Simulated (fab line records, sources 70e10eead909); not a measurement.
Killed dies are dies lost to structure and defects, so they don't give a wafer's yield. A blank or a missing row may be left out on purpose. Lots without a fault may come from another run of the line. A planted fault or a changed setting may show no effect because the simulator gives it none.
A struck lot beside a sound one | flow nand_harc | 15 steps out of a route of 1302
Sound: wafers L979.3, L979.5, L979.6. Struck: wafer L986.3. (L986.1, L986.6 of the same lot were not struck and are left out.) The cause comes at the end.
At each step with rows: each side's tool, then ch and its chambers, then its first start. Under that, the readings that differ: sound wafers | struck wafers | difference of the means | sigmas: that difference in standard deviations of wafers without a fault.
alike: readings whose means differ by less than 2 such deviations, and words and numbers that are the same on both sides. not compared: withheld readings, readings that some wafer has no value for, bounds like >300 that may hide the same value, and numbers for which the record gives no deviation and whose values overlap.
The two part at a step that has a row with sigmas, a row that says differs or no value, or rows on one side only. Numbers that don't overlap but have no deviation are shown without sigmas and don't part them. A reading that every wafer of one side lacks parts them only if that side has two wafers or more.

NHARC_A_DECK1_JOINT_CMP_02: polishes SiOx.
  sound on cmp-04 ch 1,2, day 12 15:17; struck on cmp-03 ch 1, day 15 19:51
  alike: motor_current_A
then, 1 step without rows for these wafers: NHARC_A_DECK1_JOINT_SRD_15.
NHARC_A_DECK1_JOINT_DEP_16: deposits SiO2, target thk 45 nm.
  sound on pecvd-02 ch 1,2, day 12 15:44; struck on pecvd-03 ch 0, day 15 20:11
  alike: heater_power_w, throttle_valve_pct
  not compared: since_wet_clean_h
NHARC_A_DECK1_JOINT_THK_MEAS_17: measures by ellipsometry.
  sound on film_metro-01, day 12 15:58; struck on film_metro-01, day 15 20:28
  reading     | sound          | struck | difference | sigmas
  thk_nm (nm) | 45.2 45.5 45.2 | 42.6   | -2.7       | -2
NHARC_A_DECK1_JOINT_INSPECT_05:
  sound on defect_inspect-01, day 12 15:59; struck on defect_inspect-01, day 15 20:31
  alike: raw_defect_count
then, 1 step without rows for these wafers: NHARC_A_ONON_D2_DEP_00 (target thk 1000 nm).
NHARC_A_ONON_D2_THK_MEAS_02: measures by ellipsometry.
  sound on film_metro-02, day 12 16:34; struck on film_metro-02, day 15 21:05
  reading     | sound       | struck | difference | sigmas
  thk_nm (nm) | 995 995 995 | 968    | -27        | -3
then, 1 step without rows for these wafers: NHARC_A_ONON_D2_DEP_03 (target thk 1000 nm).
NHARC_A_ONON_D2_THK_MEAS_05: measures by ellipsometry.
  sound on film_metro-02, day 12 17:08; struck on film_metro-01, day 15 21:38
  reading     | sound       | struck | difference | sigmas
  thk_nm (nm) | 989 988 988 | 1017   | +29        | +3
then, 1 step without rows for these wafers: NHARC_A_ONON_D2_DEP_06 (target thk 1000 nm).
NHARC_A_ONON_D2_THK_MEAS_08: measures by ellipsometry.
  sound on film_metro-01, day 12 17:43; struck on film_metro-01, day 15 22:13
  alike: thk_nm
NHARC_A_ONON_D2_DEP_09: target thk 1000 nm.
  sound on pecvd_onon-02 ch 0, day 12 17:53; struck on pecvd_onon-01 ch 0, day 15 22:16
NHARC_A_ONON_D2_THK_MEAS_11: measures by ellipsometry.
  sound on film_metro-01, day 12 18:16; struck on film_metro-01, day 15 22:47
  reading     | sound       | struck | difference | sigmas
  thk_nm (nm) | 997 996 999 | 555    | -442       | -44
then, 1 step without rows for these wafers: NHARC_A_ONON_D2_DEP_12 (target thk 1000 nm).
-- the record jumps here: 12 days lie between the struck wafers' starts before and after (it left off in module A_ONON_D2 and takes up again in module END, whose first step shown is number 1302 of the route) --
NHARC_END_SORT_01:
  sound on prober-02 ch 0, day 24 08:59; struck on prober-02 ch 0, day 28 03:11
  reading         | sound    | struck | difference | sigmas
  killed_at_array | 30 37 35 | 670    | +636       | +35
  killed_dies     | 37 45 41 | 677    | +636       | +33
  alike: killed_at_other, killed_at_periphery, killed_open, killed_short

WHERE THEY PART
First at NHARC_A_DECK1_JOINT_THK_MEAS_17; last, within this record, at NHARC_END_SORT_01.

WHY: what the simulator had put in
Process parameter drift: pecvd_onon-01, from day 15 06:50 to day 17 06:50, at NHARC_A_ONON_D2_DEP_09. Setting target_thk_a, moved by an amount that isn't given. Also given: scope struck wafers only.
